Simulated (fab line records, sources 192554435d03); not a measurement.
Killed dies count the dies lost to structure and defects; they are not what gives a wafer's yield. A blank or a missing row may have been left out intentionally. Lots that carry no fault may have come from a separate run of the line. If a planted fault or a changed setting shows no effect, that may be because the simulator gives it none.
Split-lot experiment ; flow n5_finfet ; on a route of 1938 steps: 7 lots, 21 wafers read

== ON THE SPLIT ==
At N5_SDB_ALD_29 (deposits SiNx, target thk 30 nm, pulse time 1 s, ald cycles 600), the setting ald_cycles was moved away from the recipe's 600 on 3 of the 21 wafers read, by -14.5% to +12.5%. This setting was run at the recipe's value on the other wafers.

Reading taken at the split's own step.

== THE READING ==
SiNx_of_SDB_ALD_29.thk_nm (the simulator's own value, which no gauge read), in nm, at N5_SDB_ALD_29 (deposits SiNx, target thk 30 nm, pulse time 1 s, ald cycles 600). The file does not state a usual value for it. Here, 18 wafers ran the recipe; their average is 30.0 nm with a standard deviation of 0.13 nm.

wafer;tool, chamber at the split;ald_cycles as run;against the recipe;SiNx_of_SDB_ALD_29.thk_nm, nm;against lot-mates on the recipe
L074.4;ald_sin-02, 2;675;+12.5%;33.6;+3.7
L074.5;ald_sin-02, 1;600;recipe;30;-
L074.6;ald_sin-02, 2;600;recipe;29.8;-
L075.2;ald_sin-01, 1;531;-11.5%;26.4;-3.7
L075.4;ald_sin-01, 2;600;recipe;30.2;-
L075.6;ald_sin-01, 1;600;recipe;30;-
L078.2;ald_sin-04, 3,1;600;recipe;30;-
L078.3;ald_sin-04, 3,1;600;recipe;30;-
L078.5;ald_sin-04, 0;600;recipe;30.2;-
L080.4;ald_sin-02, 3;600;recipe;30;-
L080.5;ald_sin-02, 0;513;-14.5%;25.8;-4.3
L080.6;ald_sin-02, 1;600;recipe;30.2;-
L083.2;ald_sin-02, 2;600;recipe;29.8;-
L083.3;ald_sin-02, 3;600;recipe;30;-
L083.4;ald_sin-02, 1;600;recipe;30.2;-
L085.2;ald_sin-01, 3,0,2;600;recipe;30;-
L085.3;ald_sin-01, 3,0,2;600;recipe;30;-
L085.4;ald_sin-01, 3,0,2;600;recipe;30;-
L086.3;ald_sin-02, 0,1;600;recipe;30.2;-
L086.6;ald_sin-02, 0,1;600;recipe;30.2;-
L086.5;ald_sin-02, 0;600;recipe;30;-
Rows listing several chambers each stand for several wafers; the file does not say which wafer went through which chamber.

THE FIT
A straight line over all 21 wafers: SiNx_of_SDB_ALD_29.thk_nm changes by +0.296 nm for each +1% of ald_cycles; r = +1.00; the points scatter about the line by 0.14 nm.
The same after taking each lot's own level away (the mean of its wafers on the recipe; 21 wafers): +0.303 nm for each +1%; r = +1.00; scatter 0.12 nm.
Per that fit: largest ald_cycles move, reading shift of 4.4 nm.
From 29.90 to 30.13 nm: that is the span of the lots' own levels, equal to 1.9 times the standard deviation above.
The two slopes are in agreement: the lot-to-lot level therefore moves the slope only a little.
Check: with one of the wafers moved furthest among these (-14.5%) left out of the fit, the line predicts -4.48 nm for it against its lot-mates. It came out at -4.3 nm against them.

== FURTHER SPLITS ON THESE WAFERS ==
These wafers also went through other splits before the reading. Each is held against what the fit with the lots' levels taken away leaves over:
other split on the same wafers;wafers away from the commonest value;r with SiNx_of_SDB_ALD_29.thk_nm (lot level and that fit taken away)
N5_SDB_HM_DEP_00 time_s;6;+0.15
N5_SDB_COAT_03 spin_rpm;13;+0.00
N5_SDB_CUT_ETCH_26 icp_w;6;+0.11

== THE WHOLE CHAIN: every reading that the file lists as answering this split, in the file's order ==
step;what it does;reading;change (the file's fit);r (the file's)
N5_SDB_ALD_29;deposits SiNx, target thk 30 nm, pulse time 1 s, ald cycles 600;SiNx_of_SDB_ALD_29.thk_nm (the simulator's own value, which no gauge read);+0.303 nm for each +1% of the setting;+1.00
N5_DUMMY_REMOVAL_HM_STRIP_01;strips SiNx in CH3F/O2, stops on poly-Si, target depth 4 nm, time 6.8 s;SiNx_of_SDB_ALD_29.thk_nm (the simulator's own value, which no gauge read);not straight: 25.2 at the lowest setting, 29.39 at the recipe, 29.4 at the highest;not given

== FILE'S OWN FIT ==
SiNx_of_SDB_ALD_29.thk_nm changes by +0.303 nm for each +1% of ald_cycles, r = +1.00.
